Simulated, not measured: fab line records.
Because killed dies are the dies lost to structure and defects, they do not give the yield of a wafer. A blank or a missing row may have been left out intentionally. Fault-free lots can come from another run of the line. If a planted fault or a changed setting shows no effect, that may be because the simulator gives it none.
fab line records / flow n5_finfet
record lots=14 wafers=42 last_day=20
route steps=1938 shown BEOL_M14@1764 BEOL_M15@1774
lots with no fault: from the same line, run without faults
start_h: hours from the record's opening day to when the first of the lot's shown wafers began / wait_h: hours since the lot's step before / " unchanged from the row above / L1.1+2: a single row standing in for several wafers / - value missing, or start not given / * or withheld: withheld / < > ~ a bound
route shown NAME@n: a module of which the file shows steps, and the number in the route of the first / usual: mean/standard deviation of fault-free wafers / same: alike in all rows / chamber/n: place in a boat / sites: readings site by site / _std_site: standard deviation across them / _edge_site: inner sites' mean taken away from outer sites' mean / radius_mm: how far each site lies from the wafer's centre / mask NAME#n: copy n / behind: the last tool/chamber to shape the wafer / hold: the reason the lot was held/the length of the hold in hours/how it ended / device: the n, p or np transistor that did not switch / end of line: the route-end tests of the same wafers / a step with no rows: only its recipe / killed: dies that structure and defects cost at the first sort, which is not the same as the wafer's yield / map: the dies of a wafer, with x for killed, . for not killed, _ for no die there
set.NAME: setting as actually run; set.NAME@STEP: the setting as run at that earlier step / model.NAME: the simulator's own value behind a step, which no gauge read
route steps across a sampled set of lots; one table per step, one row per wafer
services: the hour from which a tool's chamber was out of use, counted from the record's first day as start_h (under 0 if before that day), plus the number of hours and why
## steps
# step N5_BEOL_M14_SPUTTER_45
# recipe material=Cu target_thk_a=1000 temp_c=-20 bias_v=60 power_w=26000 chamber_pressure_pa=0.13 time_s=16.67
# usual substrate_temp_c=-20.00/0.098 throttle_valve_pct=30.5/0.66
lot.wafer=L869.1 tool=pvd_sputter-03 chamber=- start_h=290.88 wait_h=0.0 substrate_temp_c=-19.91 throttle_valve_pct=29.7
lot.wafer=L869.4 tool=pvd_sputter-03 chamber=- start_h=290.88 wait_h=0.0 substrate_temp_c=-19.89 throttle_valve_pct=30.1
lot.wafer=L869.6 tool=pvd_sputter-03 chamber=- start_h=290.88 wait_h=0.0 substrate_temp_c=-19.98 throttle_valve_pct=30.4
lot.wafer=L870.1 tool=pvd_sputter-03 chamber=- start_h=300.82 wait_h=0.0 substrate_temp_c=-20.01 throttle_valve_pct=30.1
lot.wafer=L870.4 tool=pvd_sputter-03 chamber=- start_h=300.82 wait_h=0.0 substrate_temp_c=-19.73 throttle_valve_pct=30.4
lot.wafer=L870.5 tool=pvd_sputter-03 chamber=- start_h=300.82 wait_h=0.0 substrate_temp_c=-20.04 throttle_valve_pct=29.4
lot.wafer=L875.2 tool=pvd_sputter-03 chamber=- start_h=318.22 wait_h=0.0 substrate_temp_c=-19.91 throttle_valve_pct=29.5
lot.wafer=L875.3 tool=pvd_sputter-03 chamber=- start_h=318.22 wait_h=0.0 substrate_temp_c=-20.02 throttle_valve_pct=30.3
lot.wafer=L875.6 tool=pvd_sputter-03 chamber=- start_h=318.22 wait_h=0.0 substrate_temp_c=-20.04 throttle_valve_pct=29.5
lot.wafer=L876.1 tool=pvd_sputter-03 chamber=- start_h=319.30 wait_h=0.0 substrate_temp_c=-20.12 throttle_valve_pct=30.4
lot.wafer=L876.4 tool=pvd_sputter-03 chamber=- start_h=319.30 wait_h=0.0 substrate_temp_c=-20.03 throttle_valve_pct=30.7
lot.wafer=L876.5 tool=pvd_sputter-03 chamber=- start_h=319.30 wait_h=0.0 substrate_temp_c=-20.11 throttle_valve_pct=29.4
lot.wafer=L877.1 tool=pvd_sputter-02 chamber=- start_h=338.77 wait_h=0.0 substrate_temp_c=-20.02 throttle_valve_pct=29.6
lot.wafer=L877.5 tool=pvd_sputter-02 chamber=- start_h=338.77 wait_h=0.0 substrate_temp_c=-19.85 throttle_valve_pct=30.1
lot.wafer=L877.6 tool=pvd_sputter-02 chamber=- start_h=338.77 wait_h=0.0 substrate_temp_c=-19.96 throttle_valve_pct=30.7
lot.wafer=L881.1 tool=pvd_sputter-01 chamber=- start_h=352.26 wait_h=0.0 substrate_temp_c=-20.06 throttle_valve_pct=31.8
lot.wafer=L881.4 tool=pvd_sputter-01 chamber=- start_h=352.26 wait_h=0.0 substrate_temp_c=-20.10 throttle_valve_pct=31.7
lot.wafer=L881.5 tool=pvd_sputter-01 chamber=- start_h=352.26 wait_h=0.0 substrate_temp_c=-19.97 throttle_valve_pct=31.9
lot.wafer=L884.3 tool=pvd_sputter-03 chamber=- start_h=360.61 wait_h=0.0 substrate_temp_c=-19.96 throttle_valve_pct=30.3
lot.wafer=L884.4 tool=pvd_sputter-03 chamber=- start_h=360.61 wait_h=0.0 substrate_temp_c=-20.10 throttle_valve_pct=30.8
lot.wafer=L884.6 tool=pvd_sputter-03 chamber=- start_h=360.61 wait_h=0.0 substrate_temp_c=-19.91 throttle_valve_pct=29.6
lot.wafer=L885.1 tool=pvd_sputter-01 chamber=- start_h=387.38 wait_h=0.0 substrate_temp_c=-19.92 throttle_valve_pct=31.4
lot.wafer=L885.5 tool=pvd_sputter-01 chamber=- start_h=387.38 wait_h=0.0 substrate_temp_c=-19.94 throttle_valve_pct=31.3
lot.wafer=L885.6 tool=pvd_sputter-01 chamber=- start_h=387.38 wait_h=0.0 substrate_temp_c=-20.00 throttle_valve_pct=31.8
lot.wafer=L887.2 tool=pvd_sputter-02 chamber=- start_h=387.92 wait_h=0.0 substrate_temp_c=-19.98 throttle_valve_pct=30.8
lot.wafer=L887.4 tool=pvd_sputter-02 chamber=- start_h=387.92 wait_h=0.0 substrate_temp_c=-20.01 throttle_valve_pct=29.7
lot.wafer=L887.5 tool=pvd_sputter-02 chamber=- start_h=387.92 wait_h=0.0 substrate_temp_c=-19.94 throttle_valve_pct=31.2
lot.wafer=L888.2 tool=pvd_sputter-01 chamber=- start_h=392.78 wait_h=0.0 substrate_temp_c=-20.09 throttle_valve_pct=31.6
lot.wafer=L888.3 tool=pvd_sputter-01 chamber=- start_h=392.78 wait_h=0.0 substrate_temp_c=-20.03 throttle_valve_pct=31.1
lot.wafer=L888.4 tool=pvd_sputter-01 chamber=- start_h=392.78 wait_h=0.0 substrate_temp_c=-19.98 throttle_valve_pct=30.3
lot.wafer=L889.2 tool=pvd_sputter-02 chamber=- start_h=402.97 wait_h=0.0 substrate_temp_c=-19.77 throttle_valve_pct=30.0
lot.wafer=L889.4 tool=pvd_sputter-02 chamber=- start_h=402.97 wait_h=0.0 substrate_temp_c=-20.11 throttle_valve_pct=31.0
lot.wafer=L889.5 tool=pvd_sputter-02 chamber=- start_h=402.97 wait_h=0.0 substrate_temp_c=-19.79 throttle_valve_pct=29.7
lot.wafer=L890.1 tool=pvd_sputter-01 chamber=- start_h=420.80 wait_h=0.0 substrate_temp_c=-20.07 throttle_valve_pct=31.7
lot.wafer=L890.3 tool=pvd_sputter-01 chamber=- start_h=420.80 wait_h=0.0 substrate_temp_c=-19.95 throttle_valve_pct=30.2
lot.wafer=L890.6 tool=pvd_sputter-01 chamber=- start_h=420.80 wait_h=0.0 substrate_temp_c=-20.04 throttle_valve_pct=31.5
lot.wafer=L891.2 tool=pvd_sputter-03 chamber=- start_h=420.99 wait_h=0.0 substrate_temp_c=-19.85 throttle_valve_pct=30.8
lot.wafer=L891.4 tool=pvd_sputter-03 chamber=- start_h=420.99 wait_h=0.0 substrate_temp_c=-20.10 throttle_valve_pct=29.5
lot.wafer=L891.6 tool=pvd_sputter-03 chamber=- start_h=420.99 wait_h=0.0 substrate_temp_c=-20.06 throttle_valve_pct=30.2
lot.wafer=L892.1 tool=pvd_sputter-03 chamber=- start_h=443.56 wait_h=0.0 substrate_temp_c=-20.03 throttle_valve_pct=30.6
lot.wafer=L892.2 tool=pvd_sputter-03 chamber=- start_h=443.56 wait_h=0.0 substrate_temp_c=-20.02 throttle_valve_pct=30.3
lot.wafer=L892.5 tool=pvd_sputter-03 chamber=- start_h=443.56 wait_h=0.0 substrate_temp_c=-19.96 throttle_valve_pct=30.1
# step N5_BEOL_M14_THK_MEAS_50
# recipe thk_meas_gauge=xrf reads=Cu_of_BEOL_M14_ECD_47
# usual M14_THK=571/9.1
lot.wafer=L869.1 tool=film_metro-01 chamber=- start_h=291.81 wait_h=- M14_THK[nm]=587
lot.wafer=L869.4 tool=film_metro-01 chamber=- start_h=291.81 wait_h=- M14_THK[nm]=570
lot.wafer=L869.6 tool=film_metro-01 chamber=- start_h=291.81 wait_h=- M14_THK[nm]=594
lot.wafer=L870.1 tool=film_metro-02 chamber=- start_h=301.74 wait_h=- M14_THK[nm]=568
lot.wafer=L870.4 tool=film_metro-02 chamber=- start_h=301.74 wait_h=- M14_THK[nm]=562
lot.wafer=L870.5 tool=film_metro-02 chamber=- start_h=301.74 wait_h=- M14_THK[nm]=567
lot.wafer=L875.2 tool=film_metro-01 chamber=- start_h=319.78 wait_h=- M14_THK[nm]=572
lot.wafer=L875.3 tool=film_metro-01 chamber=- start_h=319.78 wait_h=- M14_THK[nm]=582
lot.wafer=L875.6 tool=film_metro-01 chamber=- start_h=319.78 wait_h=- M14_THK[nm]=569
lot.wafer=L876.1 tool=film_metro-02 chamber=- start_h=320.21 wait_h=- M14_THK[nm]=561
lot.wafer=L876.4 tool=film_metro-02 chamber=- start_h=320.21 wait_h=- M14_THK[nm]=557
lot.wafer=L876.5 tool=film_metro-02 chamber=- start_h=320.21 wait_h=- M14_THK[nm]=565
lot.wafer=L877.1 tool=film_metro-01 chamber=- start_h=340.59 wait_h=- M14_THK[nm]=581
lot.wafer=L877.5 tool=film_metro-01 chamber=- start_h=340.59 wait_h=- M14_THK[nm]=586
lot.wafer=L877.6 tool=film_metro-01 chamber=- start_h=340.59 wait_h=- M14_THK[nm]=577
lot.wafer=L881.1 tool=film_metro-02 chamber=- start_h=354.29 wait_h=- M14_THK[nm]=571
lot.wafer=L881.4 tool=film_metro-02 chamber=- start_h=354.29 wait_h=- M14_THK[nm]=571
lot.wafer=L881.5 tool=film_metro-02 chamber=- start_h=354.29 wait_h=- M14_THK[nm]=580
lot.wafer=L884.3 tool=film_metro-02 chamber=- start_h=361.78 wait_h=- M14_THK[nm]=578
lot.wafer=L884.4 tool=film_metro-02 chamber=- start_h=361.78 wait_h=- M14_THK[nm]=579
lot.wafer=L884.6 tool=film_metro-02 chamber=- start_h=361.78 wait_h=- M14_THK[nm]=567
lot.wafer=L885.1 tool=film_metro-01 chamber=- start_h=388.28 wait_h=- M14_THK[nm]=564
lot.wafer=L885.5 tool=film_metro-01 chamber=- start_h=388.28 wait_h=- M14_THK[nm]=568
lot.wafer=L885.6 tool=film_metro-01 chamber=- start_h=388.28 wait_h=- M14_THK[nm]=561
lot.wafer=L887.2 tool=film_metro-02 chamber=- start_h=389.51 wait_h=- M14_THK[nm]=567
lot.wafer=L887.4 tool=film_metro-02 chamber=- start_h=389.51 wait_h=- M14_THK[nm]=567
lot.wafer=L887.5 tool=film_metro-02 chamber=- start_h=389.51 wait_h=- M14_THK[nm]=565
lot.wafer=L888.2 tool=film_metro-01 chamber=- start_h=393.95 wait_h=- M14_THK[nm]=562
lot.wafer=L888.3 tool=film_metro-01 chamber=- start_h=393.95 wait_h=- M14_THK[nm]=559
lot.wafer=L888.4 tool=film_metro-01 chamber=- start_h=393.95 wait_h=- M14_THK[nm]=583
lot.wafer=L889.2 tool=film_metro-02 chamber=- start_h=404.22 wait_h=- M14_THK[nm]=588
lot.wafer=L889.4 tool=film_metro-02 chamber=- start_h=404.22 wait_h=- M14_THK[nm]=578
lot.wafer=L889.5 tool=film_metro-02 chamber=- start_h=404.22 wait_h=- M14_THK[nm]=575
lot.wafer=L890.1 tool=film_metro-02 chamber=- start_h=421.70 wait_h=- M14_THK[nm]=565
lot.wafer=L890.3 tool=film_metro-02 chamber=- start_h=421.70 wait_h=- M14_THK[nm]=563
lot.wafer=L890.6 tool=film_metro-02 chamber=- start_h=421.70 wait_h=- M14_THK[nm]=568
lot.wafer=L891.2 tool=film_metro-02 chamber=- start_h=421.98 wait_h=- M14_THK[nm]=559
lot.wafer=L891.4 tool=film_metro-02 chamber=- start_h=421.98 wait_h=- M14_THK[nm]=569
lot.wafer=L891.6 tool=film_metro-02 chamber=- start_h=421.98 wait_h=- M14_THK[nm]=571
lot.wafer=L892.1 tool=film_metro-02 chamber=- start_h=444.45 wait_h=- M14_THK[nm]=581
lot.wafer=L892.2 tool=film_metro-02 chamber=- start_h=444.45 wait_h=- M14_THK[nm]=577
lot.wafer=L892.5 tool=film_metro-02 chamber=- start_h=444.45 wait_h=- M14_THK[nm]=557
# step N5_BEOL_M15_THK_MEAS_01
# recipe reads=SiO2_of_BEOL_M15_ILD_DEP_00
# usual M15_ILD_THK=1636/20
lot.wafer=L869.1 tool=film_metro-02 chamber=- start_h=292.29 wait_h=0.1 M15_ILD_THK[nm]=1623
lot.wafer=L869.4 tool=film_metro-02 chamber=- start_h=292.29 wait_h=0.1 M15_ILD_THK[nm]=1640
lot.wafer=L869.6 tool=film_metro-02 chamber=- start_h=292.29 wait_h=0.1 M15_ILD_THK[nm]=1644
lot.wafer=L870.1 tool=film_metro-02 chamber=- start_h=302.29 wait_h=0.2 M15_ILD_THK[nm]=1612
lot.wafer=L870.4 tool=film_metro-02 chamber=- start_h=302.29 wait_h=0.2 M15_ILD_THK[nm]=1640
lot.wafer=L870.5 tool=film_metro-02 chamber=- start_h=302.29 wait_h=0.2 M15_ILD_THK[nm]=1632
lot.wafer=L875.2 tool=film_metro-02 chamber=- start_h=320.22 wait_h=0.1 M15_ILD_THK[nm]=1611
lot.wafer=L875.3 tool=film_metro-02 chamber=- start_h=320.22 wait_h=0.1 M15_ILD_THK[nm]=1600
lot.wafer=L875.6 tool=film_metro-02 chamber=- start_h=320.22 wait_h=0.1 M15_ILD_THK[nm]=1630
lot.wafer=L876.1 tool=film_metro-01 chamber=- start_h=320.65 wait_h=0.1 M15_ILD_THK[nm]=1642
lot.wafer=L876.4 tool=film_metro-01 chamber=- start_h=320.65 wait_h=0.1 M15_ILD_THK[nm]=1656
lot.wafer=L876.5 tool=film_metro-01 chamber=- start_h=320.65 wait_h=0.1 M15_ILD_THK[nm]=1668
lot.wafer=L877.1 tool=film_metro-02 chamber=- start_h=341.03 wait_h=0.1 M15_ILD_THK[nm]=1635
lot.wafer=L877.5 tool=film_metro-02 chamber=- start_h=341.03 wait_h=0.1 M15_ILD_THK[nm]=1651
lot.wafer=L877.6 tool=film_metro-02 chamber=- start_h=341.03 wait_h=0.1 M15_ILD_THK[nm]=1681
lot.wafer=L881.1 tool=film_metro-02 chamber=- start_h=354.85 wait_h=0.2 M15_ILD_THK[nm]=1645
lot.wafer=L881.4 tool=film_metro-02 chamber=- start_h=354.85 wait_h=0.2 M15_ILD_THK[nm]=1661
lot.wafer=L881.5 tool=film_metro-02 chamber=- start_h=354.85 wait_h=0.2 M15_ILD_THK[nm]=1654
lot.wafer=L884.3 tool=film_metro-02 chamber=- start_h=362.22 wait_h=0.1 M15_ILD_THK[nm]=1644
lot.wafer=L884.4 tool=film_metro-02 chamber=- start_h=362.22 wait_h=0.1 M15_ILD_THK[nm]=1673
lot.wafer=L884.6 tool=film_metro-02 chamber=- start_h=362.22 wait_h=0.1 M15_ILD_THK[nm]=1666
lot.wafer=L885.1 tool=film_metro-02 chamber=- start_h=388.75 wait_h=0.1 M15_ILD_THK[nm]=1623
lot.wafer=L885.5 tool=film_metro-02 chamber=- start_h=388.75 wait_h=0.1 M15_ILD_THK[nm]=1638
lot.wafer=L885.6 tool=film_metro-02 chamber=- start_h=388.75 wait_h=0.1 M15_ILD_THK[nm]=1657
lot.wafer=L887.2 tool=film_metro-02 chamber=- start_h=389.96 wait_h=0.1 M15_ILD_THK[nm]=1612
lot.wafer=L887.4 tool=film_metro-02 chamber=- start_h=389.96 wait_h=0.1 M15_ILD_THK[nm]=1661
lot.wafer=L887.5 tool=film_metro-02 chamber=- start_h=389.96 wait_h=0.1 M15_ILD_THK[nm]=1656
lot.wafer=L888.2 tool=film_metro-01 chamber=- start_h=394.44 wait_h=0.2 M15_ILD_THK[nm]=1625
lot.wafer=L888.3 tool=film_metro-01 chamber=- start_h=394.44 wait_h=0.2 M15_ILD_THK[nm]=1612
lot.wafer=L888.4 tool=film_metro-01 chamber=- start_h=394.44 wait_h=0.2 M15_ILD_THK[nm]=1649
lot.wafer=L889.2 tool=film_metro-02 chamber=- start_h=404.66 wait_h=0.1 M15_ILD_THK[nm]=1614
lot.wafer=L889.4 tool=film_metro-02 chamber=- start_h=404.66 wait_h=0.1 M15_ILD_THK[nm]=1660
lot.wafer=L889.5 tool=film_metro-02 chamber=- start_h=404.66 wait_h=0.1 M15_ILD_THK[nm]=1673
lot.wafer=L890.1 tool=film_metro-02 chamber=- start_h=422.14 wait_h=0.1 M15_ILD_THK[nm]=1637
lot.wafer=L890.3 tool=film_metro-02 chamber=- start_h=422.14 wait_h=0.1 M15_ILD_THK[nm]=1622
lot.wafer=L890.6 tool=film_metro-02 chamber=- start_h=422.14 wait_h=0.1 M15_ILD_THK[nm]=1647
lot.wafer=L891.2 tool=film_metro-02 chamber=- start_h=422.43 wait_h=0.1 M15_ILD_THK[nm]=1605
lot.wafer=L891.4 tool=film_metro-02 chamber=- start_h=422.43 wait_h=0.1 M15_ILD_THK[nm]=1643
lot.wafer=L891.6 tool=film_metro-02 chamber=- start_h=422.43 wait_h=0.1 M15_ILD_THK[nm]=1648
lot.wafer=L892.1 tool=film_metro-01 chamber=- start_h=444.90 wait_h=0.1 M15_ILD_THK[nm]=1642
lot.wafer=L892.2 tool=film_metro-01 chamber=- start_h=444.90 wait_h=0.1 M15_ILD_THK[nm]=1639
lot.wafer=L892.5 tool=film_metro-01 chamber=- start_h=444.90 wait_h=0.1 M15_ILD_THK[nm]=1648
# step N5_BEOL_M15_PEB_08
# recipe peb_temp_c=130 peb_time_s=90
# usual chill_plate_temp_C=23.01/0.12 exhaust_pa=45.1/0.87 heater_power_total_W=172.4/0.78
lot.wafer=L869.1 tool=litho_track-03 chamber=0 start_h=292.48 wait_h=0.1 chill_plate_temp_C=22.93 exhaust_pa=45.3 heater_power_total_W=173.7
lot.wafer=L869.4 tool=litho_track-03 chamber=0 start_h=292.48 wait_h=0.1 chill_plate_temp_C=22.98 exhaust_pa=44.0 heater_power_total_W=172.3
lot.wafer=L869.6 tool=litho_track-03 chamber=0 start_h=292.48 wait_h=0.1 chill_plate_temp_C=23.14 exhaust_pa=44.7 heater_power_total_W=172.8
lot.wafer=L870.1 tool=litho_track-04 chamber=0 start_h=302.60 wait_h=0.1 chill_plate_temp_C=23.02 exhaust_pa=44.4 heater_power_total_W=172.0
lot.wafer=L870.4 tool=litho_track-04 chamber=0 start_h=302.60 wait_h=0.1 chill_plate_temp_C=22.90 exhaust_pa=44.7 heater_power_total_W=173.1
lot.wafer=L870.5 tool=litho_track-04 chamber=0 start_h=302.60 wait_h=0.1 chill_plate_temp_C=23.07 exhaust_pa=44.8 heater_power_total_W=170.9
lot.wafer=L875.2 tool=litho_track-03 chamber=- start_h=320.53 wait_h=0.0 chill_plate_temp_C=- exhaust_pa=- heater_power_total_W=-
lot.wafer=L875.3 tool=litho_track-03 chamber=- start_h=320.53 wait_h=0.0 chill_plate_temp_C=- exhaust_pa=- heater_power_total_W=-
lot.wafer=L875.6 tool=litho_track-03 chamber=- start_h=320.53 wait_h=0.0 chill_plate_temp_C=- exhaust_pa=- heater_power_total_W=-
lot.wafer=L876.1 tool=litho_track-03 chamber=- start_h=320.86 wait_h=0.1 chill_plate_temp_C=- exhaust_pa=- heater_power_total_W=-
lot.wafer=L876.4 tool=litho_track-03 chamber=- start_h=320.86 wait_h=0.1 chill_plate_temp_C=- exhaust_pa=- heater_power_total_W=-
lot.wafer=L876.5 tool=litho_track-03 chamber=- start_h=320.86 wait_h=0.1 chill_plate_temp_C=- exhaust_pa=- heater_power_total_W=-
lot.wafer=L877.1 tool=litho_track-03 chamber=0 start_h=341.35 wait_h=0.1 chill_plate_temp_C=23.09 exhaust_pa=44.5 heater_power_total_W=172.8
lot.wafer=L877.5 tool=litho_track-03 chamber=0 start_h=341.35 wait_h=0.1 chill_plate_temp_C=23.09 exhaust_pa=44.8 heater_power_total_W=173.4
lot.wafer=L877.6 tool=litho_track-03 chamber=0 start_h=341.35 wait_h=0.1 chill_plate_temp_C=23.02 exhaust_pa=43.8 heater_power_total_W=173.2
lot.wafer=L881.1 tool=litho_track-04 chamber=0 start_h=355.16 wait_h=0.1 chill_plate_temp_C=23.03 exhaust_pa=44.5 heater_power_total_W=171.3
lot.wafer=L881.4 tool=litho_track-04 chamber=0 start_h=355.16 wait_h=0.1 chill_plate_temp_C=23.01 exhaust_pa=46.3 heater_power_total_W=173.4
lot.wafer=L881.5 tool=litho_track-04 chamber=0 start_h=355.16 wait_h=0.1 chill_plate_temp_C=23.05 exhaust_pa=44.6 heater_power_total_W=172.4
lot.wafer=L884.3 tool=litho_track-03 chamber=0 start_h=362.54 wait_h=0.0 chill_plate_temp_C=22.98 exhaust_pa=46.1 heater_power_total_W=172.1
lot.wafer=L884.4 tool=litho_track-03 chamber=0 start_h=362.54 wait_h=0.0 chill_plate_temp_C=23.04 exhaust_pa=44.9 heater_power_total_W=171.8
lot.wafer=L884.6 tool=litho_track-03 chamber=0 start_h=362.54 wait_h=0.0 chill_plate_temp_C=22.95 exhaust_pa=45.7 heater_power_total_W=172.8
lot.wafer=L885.1 tool=litho_track-03 chamber=0 start_h=389.06 wait_h=0.1 chill_plate_temp_C=23.02 exhaust_pa=46.5 heater_power_total_W=172.4
lot.wafer=L885.5 tool=litho_track-03 chamber=0 start_h=389.06 wait_h=0.1 chill_plate_temp_C=23.11 exhaust_pa=45.4 heater_power_total_W=170.9
lot.wafer=L885.6 tool=litho_track-03 chamber=0 start_h=389.06 wait_h=0.1 chill_plate_temp_C=23.12 exhaust_pa=44.9 heater_power_total_W=172.7
lot.wafer=L887.2 tool=litho_track-04 chamber=0 start_h=390.27 wait_h=0.0 chill_plate_temp_C=22.99 exhaust_pa=43.1 heater_power_total_W=172.9
lot.wafer=L887.4 tool=litho_track-04 chamber=0 start_h=390.27 wait_h=0.0 chill_plate_temp_C=23.14 exhaust_pa=43.8 heater_power_total_W=172.0
lot.wafer=L887.5 tool=litho_track-04 chamber=0 start_h=390.27 wait_h=0.0 chill_plate_temp_C=22.99 exhaust_pa=45.1 heater_power_total_W=172.3
lot.wafer=L888.2 tool=litho_track-03 chamber=0 start_h=394.63 wait_h=0.0 chill_plate_temp_C=23.00 exhaust_pa=45.7 heater_power_total_W=171.9
lot.wafer=L888.3 tool=litho_track-03 chamber=0 start_h=394.63 wait_h=0.0 chill_plate_temp_C=23.01 exhaust_pa=46.3 heater_power_total_W=171.0
lot.wafer=L888.4 tool=litho_track-03 chamber=0 start_h=394.63 wait_h=0.0 chill_plate_temp_C=22.90 exhaust_pa=46.4 heater_power_total_W=172.8
lot.wafer=L889.2 tool=litho_track-04 chamber=0 start_h=404.97 wait_h=0.0 chill_plate_temp_C=23.02 exhaust_pa=46.6 heater_power_total_W=171.4
lot.wafer=L889.4 tool=litho_track-04 chamber=0 start_h=404.97 wait_h=0.0 chill_plate_temp_C=22.97 exhaust_pa=45.3 heater_power_total_W=173.1
lot.wafer=L889.5 tool=litho_track-04 chamber=0 start_h=404.97 wait_h=0.0 chill_plate_temp_C=22.98 exhaust_pa=46.1 heater_power_total_W=173.4
lot.wafer=L890.1 tool=litho_track-05 chamber=0 start_h=422.33 wait_h=0.1 chill_plate_temp_C=22.84 exhaust_pa=42.6 heater_power_total_W=170.8
lot.wafer=L890.3 tool=litho_track-05 chamber=0 start_h=422.33 wait_h=0.1 chill_plate_temp_C=22.92 exhaust_pa=44.2 heater_power_total_W=172.2
lot.wafer=L890.6 tool=litho_track-05 chamber=0 start_h=422.33 wait_h=0.1 chill_plate_temp_C=22.86 exhaust_pa=44.7 heater_power_total_W=172.8
lot.wafer=L891.2 tool=litho_track-03 chamber=0 start_h=422.61 wait_h=0.0 chill_plate_temp_C=22.83 exhaust_pa=44.9 heater_power_total_W=173.1
lot.wafer=L891.4 tool=litho_track-03 chamber=0 start_h=422.61 wait_h=0.0 chill_plate_temp_C=22.76 exhaust_pa=44.5 heater_power_total_W=172.6
lot.wafer=L891.6 tool=litho_track-03 chamber=0 start_h=422.61 wait_h=0.0 chill_plate_temp_C=23.02 exhaust_pa=45.4 heater_power_total_W=172.1
lot.wafer=L892.1 tool=litho_track-05 chamber=0 start_h=445.21 wait_h=0.1 chill_plate_temp_C=23.02 exhaust_pa=44.7 heater_power_total_W=172.5
lot.wafer=L892.2 tool=litho_track-05 chamber=0 start_h=445.21 wait_h=0.1 chill_plate_temp_C=23.16 exhaust_pa=45.5 heater_power_total_W=173.3
lot.wafer=L892.5 tool=litho_track-05 chamber=0 start_h=445.21 wait_h=0.1 chill_plate_temp_C=23.17 exhaust_pa=44.5 heater_power_total_W=171.9
## services
tool=pvd_sputter-02 chamber=- start_h=295.39 hours=5.2 kind=repair
tool=pvd_sputter-02 chamber=- start_h=366.81 hours=8.6 kind=repair
tool=pvd_sputter-02 chamber=- start_h=396.80 hours=1.1 kind=repair
## key
first_sign step=N5_BEOL_M15_PEB_08 reading=tool_record direction=missing
effect none on later readings
met_at N5_BEOL_M15_PEB_08
struck_lots L875,L876
later_rows_left_out L875.2,L875.3,L875.6,L876.1,L876.4,L876.5
sort_left_out L875.2,L875.3,L875.6,L876.1,L876.4,L876.5
not_acting_at N5_BEOL_M14_SPUTTER_45,N5_BEOL_M14_THK_MEAS_50,N5_BEOL_M15_THK_MEAS_01
onset_between 292.48 320.53
fault kind=skipped_step_whole tool=litho_track-03 chamber=- onset_h=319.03 steps=N5_BEOL_M15_PEB_08 scope=struck_lots_only
# sort_left_out: the simulated sort isn't trusted on such a fault, so these wafers' sort isn't shown, and their yield isn't known
# later_rows_left_out: the simulator's readings of these wafers behind a module that went badly wrong aren't trusted and aren't shown, but for the sort
